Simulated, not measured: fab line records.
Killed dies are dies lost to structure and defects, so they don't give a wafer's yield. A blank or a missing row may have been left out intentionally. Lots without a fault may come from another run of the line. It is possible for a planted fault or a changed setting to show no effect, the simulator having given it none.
fab line records ; flow n5Finfet ; part 2 of 2: steps 25 to 33 of 33
record: lots: 5; wafers: 15; lastDay: 17
route steps=1938 shown BEOL_M5@1164 BEOL_M6@1194
lots untouched by any fault: they come from a run of this same line in which no faults occurred
startH: hours from the record's first day to the start of the lot's first wafer shown ; waitH: hours elapsed since this lot's preceding step ; " identical to the entry in the row above ; L1.1+2: several wafers, shown together as one row ; - no value, or no start given ; * or withheld: withheld ; < > ~ a bound
route shown NAME@n: a module of which the file shows steps, and the number in the route of the first ; usual: the fault-free wafers' mean and standard deviation ; same: alike in all rows ; chamber/n: place in a boat ; sites: each site's reading ; _std_site: the standard deviation of these ; _edge_site: outer sites' mean less inner sites' ; radiusMm: how far each site lies from the wafer's centre ; mask NAME#n: copy n ; behind: the most recent tool/chamber to have shaped the wafer ; hold: why the lot was held/for how many hours/how that ended ; device: the n, p or np transistor that did not switch ; end of line: at the end of the route, the tests of the same wafers ; for a step that has no rows: nothing shown but its recipe ; killed: not the wafer's yield, but the dies lost to structure and defects at the first sort ; map: dies across one wafer; x = killed, . = not, _ = none there
set.NAME: the setting that was run; set.NAME@STEP: the one run at that earlier step ; model.NAME: the simulator's own value behind a step, which no gauge read
lots seen at some steps along the route; tables by step, rows by wafer
services: when a tool's chamber went out of use (startH, in hours from the record's first day, below 0 if earlier), for how many hours, and the reason
== steps ==
step: N5_BEOL_M5_PRE_CLEAN_77
recipe: gas: NH3/H2; timeS: 15; tempC: *; rfPowerW: 300
usual: heaterPowerW: 78/10
same: timeS: 15
lot.wafer;tool;chamber;startH;waitH;heaterPowerW
L074.1;cvdCo-01;2;196.51;0.0;74
L074.2;cvdCo-01;1;196.51;0.0;60
L074.4;cvdCo-01;0;196.51;0.0;94
L076.1;cvdCo-02;1;198.10;0.2;83
L076.3;cvdCo-02;2;198.10;0.2;72
L076.6;cvdCo-02;1;198.10;0.2;85
L080.1;cvdCo-01;2;221.44;0.0;77
L080.4;cvdCo-01;1;221.44;0.0;58
L080.6;cvdCo-01;0;221.44;0.0;94
L088.1;cvdCo-01;1;267.29;0.0;59
L088.2;cvdCo-01;0;267.29;0.0;94
L088.3;cvdCo-01;2;267.29;0.0;76
L094.3;cvdCo-01;2;304.92;0.0;78
L094.4;cvdCo-01;0;304.92;0.0;95
L094.5;cvdCo-01;1;304.92;0.0;59
step: N5_BEOL_M5_CO_CAP_78
recipe: material: Co; targetThkA: 20; tempC: 200; precursor: CCTBA/H2; pressureTorr: 30; timeS: 102.1
usual: heaterPowerW: 227/13
same: timeS: 102.1
lot.wafer;tool;chamber;startH;waitH;heaterPowerW
L074.1;cvdCo-01;2;196.55;0.0;225
L074.2;cvdCo-01;1;196.55;0.0;202
L074.4;cvdCo-01;0;196.55;0.0;251
L076.1;cvdCo-02;1;198.14;0.0;243
L076.3;cvdCo-02;2;198.14;0.0;218
L076.6;cvdCo-02;1;198.14;0.0;236
L080.1;cvdCo-01;2;221.48;0.0;226
L080.4;cvdCo-01;1;221.48;0.0;203
L080.6;cvdCo-01;0;221.48;0.0;242
L088.1;cvdCo-01;1;267.33;0.0;204
L088.2;cvdCo-01;0;267.33;0.0;248
L088.3;cvdCo-01;2;267.33;0.0;225
L094.3;cvdCo-01;2;304.96;0.0;225
L094.4;cvdCo-01;0;304.96;0.0;245
L094.5;cvdCo-01;1;304.96;0.0;204
step: N5_BEOL_M5_PRE_CLEAN_55
recipe: gas: NH3; timeS: 15; tempC: withheld; rfPowerW: 300
same: timeS: 15
lot.wafer;tool;chamber;startH;waitH
L074.1+2+4;pecvd-02;1,2,2;196.65;0.1
L076.1+3+6;pecvd-03;1,0,1;198.23;0.1
L080.1+4+6;pecvd-04;1,0,0;221.57;0.1
L088.1+2+3;pecvd-04;2,1,0;267.42;0.1
L094.3+4+5;pecvd-02;0,1,0;305.07;0.1
step: N5_BEOL_M5_DEP_56
recipe: material: SiCN; targetThkA: 80; tempC: withheld; precursor: 3MS/NH3; pressureTorr: 3; rfW: 202; timeS: 14
usual: showerheadPlenumPTorr: 3.664/0.014; throttleValvePct: 8.9/0.54
same: timeS: 14
lot.wafer;tool;chamber;startH;waitH;showerheadPlenumPTorr;throttleValvePct
L074.1;pecvd-02;1;196.67;0.0;3.657;8.2
L074.2;pecvd-02;2;196.67;0.0;3.663;8.6
L074.4;pecvd-02;2;196.67;0.0;3.662;8.4
L076.1;pecvd-03;1;198.25;0.0;3.657;8.6
L076.3;pecvd-03;0;198.25;0.0;3.677;9.1
L076.6;pecvd-03;1;198.25;0.0;3.651;8.7
L080.1;pecvd-04;1;221.61;0.0;3.663;9.8
L080.4;pecvd-04;0;221.61;0.0;3.665;8.9
L080.6;pecvd-04;0;221.61;0.0;3.661;8.7
L088.1;pecvd-04;2;267.45;0.0;3.682;8.4
L088.2;pecvd-04;1;267.45;0.0;3.666;9.6
L088.3;pecvd-04;0;267.45;0.0;3.671;9.0
L094.3;pecvd-02;0;305.09;0.0;3.650;9.6
L094.4;pecvd-02;1;305.09;0.0;3.654;8.5
L094.5;pecvd-02;0;305.09;0.0;3.639;9.5
step: N5_BEOL_M5_RS_MEAS_57
recipe: thkMeasGauge: four-point-probe; reads: Co_of_BEOL_M5_CO_CAP_78+Cu_of_BEOL_M5_ECD_50+Co_of_BEOL_M5_CVD_47+TaN_of_BEOL_M5_ALD_86
usual: M5_RS: 0.389/0.013
lot.wafer;tool;chamber;startH;waitH;M5_RS[ohm/sq]
L074.1;filmMetro-01;-;196.74;0.0;0.366
L074.2;filmMetro-01;-;196.74;0.0;0.377
L074.4;filmMetro-01;-;196.74;0.0;0.377
L076.1;filmMetro-02;-;198.32;0.0;0.375
L076.3;filmMetro-02;-;198.32;0.0;0.388
L076.6;filmMetro-02;-;198.32;0.0;0.377
L080.1;filmMetro-01;-;221.69;0.1;0.383
L080.4;filmMetro-01;-;221.69;0.1;0.368
L080.6;filmMetro-01;-;221.69;0.1;0.387
L088.1;filmMetro-01;-;267.51;0.0;0.385
L088.2;filmMetro-01;-;267.51;0.0;0.373
L088.3;filmMetro-01;-;267.51;0.0;0.370
L094.3;filmMetro-02;-;305.16;0.1;0.413
L094.4;filmMetro-02;-;305.16;0.1;0.401
L094.5;filmMetro-02;-;305.16;0.1;0.401
step: N5_BEOL_M5_INSPECT_58
recipe: inspectInstrument: darkfield; mode: postDep
usual: rawDefectCount: 85/24
lot.wafer;tool;chamber;startH;waitH;rawDefectCount
L074.1;defectInspect-01;-;196.76;0.0;58
L074.2;defectInspect-01;-;196.76;0.0;50
L074.4;defectInspect-01;-;196.76;0.0;62
L076.1;defectInspect-02;-;198.35;0.0;93
L076.3;defectInspect-02;-;198.35;0.0;75
L076.6;defectInspect-02;-;198.35;0.0;97
L080.1;defectInspect-01;-;221.72;0.0;78
L080.4;defectInspect-01;-;221.72;0.0;80
L080.6;defectInspect-01;-;221.72;0.0;86
L088.1;defectInspect-02;-;267.54;0.0;69
L088.2;defectInspect-02;-;267.54;0.0;91
L088.3;defectInspect-02;-;267.54;0.0;54
L094.3;defectInspect-02;-;305.18;0.0;58
L094.4;defectInspect-02;-;305.18;0.0;83
L094.5;defectInspect-02;-;305.18;0.0;58
step: N5_BEOL_M6_ILD_DEP_00
recipe: material: SiCOH_lowk; targetThkA: 1797.5; tempC: 300; precursor: DEMS/porogen; pressureTorr: 5; rfW: 500; timeS: 33.4
usual: heaterPowerW: 348/55; showerheadPlenumPTorr: 5.733/0.028; throttleValvePct: 13.7/0.7
same: timeS: 33.4
lot.wafer;tool;chamber;startH;waitH;heaterPowerW;showerheadPlenumPTorr;throttleValvePct
L074.1;pecvd-01;2;196.80;0.0;338;5.698;12.9
L074.2;pecvd-01;0;196.80;0.0;319;5.702;14.4
L074.4;pecvd-01;0;196.80;0.0;330;5.699;14.2
L076.1;pecvd-03;1;198.38;0.0;239;5.735;13.0
L076.3;pecvd-03;2;198.38;0.0;347;5.769;13.2
L076.6;pecvd-03;0;198.38;0.0;319;5.764;14.6
L080.1;pecvd-01;2;221.76;0.0;318;5.707;13.2
L080.4;pecvd-01;2;221.76;0.0;316;5.702;13.4
L080.6;pecvd-01;1;221.76;0.0;390;5.773;14.6
L088.1;pecvd-01;2;267.58;0.0;300;5.702;12.8
L088.2;pecvd-01;0;267.58;0.0;270;5.697;13.9
L088.3;pecvd-01;1;267.58;0.0;396;5.764;14.5
L094.3;pecvd-01;2;305.22;0.0;342;5.702;13.6
L094.4;pecvd-01;2;305.22;0.0;320;5.682;13.0
L094.5;pecvd-01;0;305.22;0.0;289;5.691;14.2
step: N5_BEOL_M6_CURE_74
recipe: tempC: 385; timeS: 240; ambient: He/Ar; material: SiCOH_lowk
usual: lampPowerPct: 52.32/0.047; wafer_temp_C_max: 386.9/0.79
same: timeS: 240
lot.wafer;tool;chamber;startH;waitH;lampPowerPct;wafer_temp_C_max
L074.1;uvCure-03;0;196.86;0.0;52.35;387.4
L074.2;uvCure-03;0;196.86;0.0;52.29;387.2
L074.4;uvCure-03;0;196.86;0.0;52.36;386.8
L076.1;uvCure-02;1;198.45;0.0;52.37;385.6
L076.3;uvCure-02;1;198.45;0.0;52.29;386.3
L076.6;uvCure-02;1;198.45;0.0;52.33;386.3
L080.1;uvCure-01;2;221.82;0.0;52.32;388.4
L080.4;uvCure-01;2;221.82;0.0;52.34;388.0
L080.6;uvCure-01;2;221.82;0.0;52.38;388.9
L088.1;uvCure-01;0;267.64;0.0;52.25;386.5
L088.2;uvCure-01;0;267.64;0.0;52.30;386.1
L088.3;uvCure-01;0;267.64;0.0;52.27;386.4
L094.3;uvCure-01;0;305.44;0.2;52.29;386.1
L094.4;uvCure-01;0;305.44;0.2;52.34;386.1
L094.5;uvCure-01;0;305.44;0.2;52.25;385.9
step: N5_BEOL_M6_THK_MEAS_01
recipe: reads: SiCOH_lowk_of_BEOL_M6_ILD_DEP_00
usual: M6_ILD_THK: 154.6/1.9
lot.wafer;tool;chamber;startH;waitH;M6_ILD_THK[nm]
L074.1;filmMetro-01;-;197.86;0.8;154.3
L074.2;filmMetro-01;-;197.86;0.8;155.1
L074.4;filmMetro-01;-;197.86;0.8;157.0
L076.1;filmMetro-01;-;198.96;0.4;152.3
L076.3;filmMetro-01;-;198.96;0.4;151.0
L076.6;filmMetro-01;-;198.96;0.4;154.8
L080.1;filmMetro-02;-;222.81;0.8;153.0
L080.4;filmMetro-02;-;222.81;0.8;153.6
L080.6;filmMetro-02;-;222.81;0.8;156.1
L088.1;filmMetro-01;-;268.15;0.4;152.0
L088.2;filmMetro-01;-;268.15;0.4;152.5
L088.3;filmMetro-01;-;268.15;0.4;151.7
L094.3;filmMetro-01;-;305.80;0.3;153.3
L094.4;filmMetro-01;-;305.80;0.3;156.3
L094.5;filmMetro-01;-;305.80;0.3;157.3
== services ==
tool;chamber;startH;hours;kind
aldMetal-04;2;171.51;8.3;repair
cvdCo-01;-;171.90;2.5;repair
pecvd-03;0;176.21;9.7;repair
ecdCu-01;-;179.56;4.6;repair
aldMetal-03;-;200.61;0.4;repair
wetBench-06;-;201.43;3.9;repair
uvCure-03;-;206.51;2.9;repair
uvCure-02;-;212.54;11.7;repair
cmp-02;-;214.94;0.6;repair
rtpAnneal-01;-;217.81;1.1;pm
ecdCu-02;-;218.92;0.9;repair
uvCure-03;-;223.53;5.0;pm
ecdCu-01;-;225.48;2.3;repair
pecvd-03;1;232.91;4.1;repair
cvdCo-01;2;245.84;12.5;repair
cmp-02;-;246.27;2.4;repair
pecvd-02;2;255.39;13.3;repair
cvdCo-01;-;262.09;4.3;pm
cmp-03;-;262.13;4.7;pm
aldMetal-04;2;274.46;2.0;repair
cmp-03;-;276.42;4.0;pm
pecvd-02;-;284.87;1.5;repair
wetBench-01;-;290.19;1.1;repair
pecvd-03;-;292.21;0.6;repair
